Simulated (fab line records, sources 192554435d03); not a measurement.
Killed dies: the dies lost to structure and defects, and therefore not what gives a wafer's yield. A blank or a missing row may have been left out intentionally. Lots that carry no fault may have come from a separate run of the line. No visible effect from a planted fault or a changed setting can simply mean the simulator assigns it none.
One fault seen from 2 desks ; flow n5Finfet ; only its own numbers are on each desk; what lay behind them is given at the end

== THE TOOL OWNER'S DESK: implanter-01 ==
The tool's own readings at N5_WELL_APT_IMPLANT_15: means of the sampled wafers that have a number, for each lot that ran on this tool. Marked OUT: a lot whose mean sits more than 4 standard deviations from the usual mean, which makes it out of limits; the brackets give that distance.
Columns: A = beamEnergyKeV at N5_WELL_APT_IMPLANT_15, usual 24.999; B = beamOnS at N5_WELL_APT_IMPLANT_15, usual 9.98 s
lot;first seen here;A;B
L716;day 1 20:04;25.006;9.92
L717;day 2 02:26;24.995;10.08
L730;day 5 08:03;24.995;9.92
L731;day 5 14:05;25.006;9.96
L734;day 6 08:52;25.000;10.16
L738;day 7 08:21;24.985;10.16
Result from this desk: across the 6 lots, nothing is out of limits.

== METROLOGY DESK ==
Lot by lot, what the gauges showed, no matter which tool ran the lot: averages of those sampled wafers that carry a number. Marked OUT: a lot whose mean sits more than 4 standard deviations from the usual mean, which makes it out of limits; the brackets give that distance. 7 of its 15 readings are shown: the first one out of limits and those lying furthest out on some lot.
Columns: A = CJ_P at N5_BEOL_M4_RC_MEAS_101, usual 5.72; B = DIBL_P at N5_BEOL_M4_RC_MEAS_101, usual 36 mV/V; C = IOFF_P at N5_BEOL_M4_RC_MEAS_101, usual 0.21 nA/um; D = IOFF_P_85C at N5_BEOL_M4_RC_MEAS_101, usual 3.7 nA/um; E = IOFF_P_LIN at N5_BEOL_M4_RC_MEAS_101, usual 0.100 nA/um; F = SS_P at N5_BEOL_M4_RC_MEAS_101, usual 73.3 mV/dec; G = VT_P at N5_BEOL_M4_RC_MEAS_101, usual -251 mV
lot;first seen here;A;B;C;D;E;F;G
L716;day 1 19:42;5.81;39;0.31;5.0;0.134;74.5;-245
L717;day 2 01:50;5.91;37;0.22;3.9;0.104;73.5;-249
L725;day 4 02:04;5.77;37;0.21;3.7;0.104;73.7;-250
L726;day 4 07:37;1.01 (-17) OUT;46;0.87 (+12) OUT;11.9 (+10) OUT;0.199 (+5.0) OUT;80.2 (+7.4) OUT;-241
L727;day 4 13:41;0.99 (-18) OUT;41;0.45 (+4.4) OUT;6.7;0.140;77.3 (+4.3) OUT;-245
L730;day 5 07:41;5.65;36;0.20;3.4;0.096;73.2;-250
L731;day 5 13:41;5.87;40;0.22;3.8;0.098;74.1;-252
L732;day 5 19:56;5.52;40;0.24;4.0;0.104;73.9;-250
L734;day 6 07:41;5.55;37;0.23;4.0;0.108;74.3;-247
L738;day 7 07:53;5.63;31;0.11;2.2;0.061;71.4;-261
This desk reports L726, L727 out of limits; the earliest was L727 at day 11 09:40 (CJ_P at N5_BEOL_M4_RC_MEAS_101). L716, L717, L725, L730, L731, L732, L734, L738 stayed within limits.

== BROUGHT TOGETHER ==
The metrology desk could have raised an alarm at day 11 09:40, on L726, L727.
The desk of the tool owner found nothing out of limits.
The tool owner's desk has no number on record for L726, L727.
Every lot named ran N5_WELL_APT_IMPLANT_15 on implanter-01.

== WHAT THE SIMULATOR HAD INSERTED ==
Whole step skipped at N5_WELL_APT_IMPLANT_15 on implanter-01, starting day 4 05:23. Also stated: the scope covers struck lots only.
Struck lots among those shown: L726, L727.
Delay in hours, fault start to first out-of-limits reading, per desk: metrology desk 172.
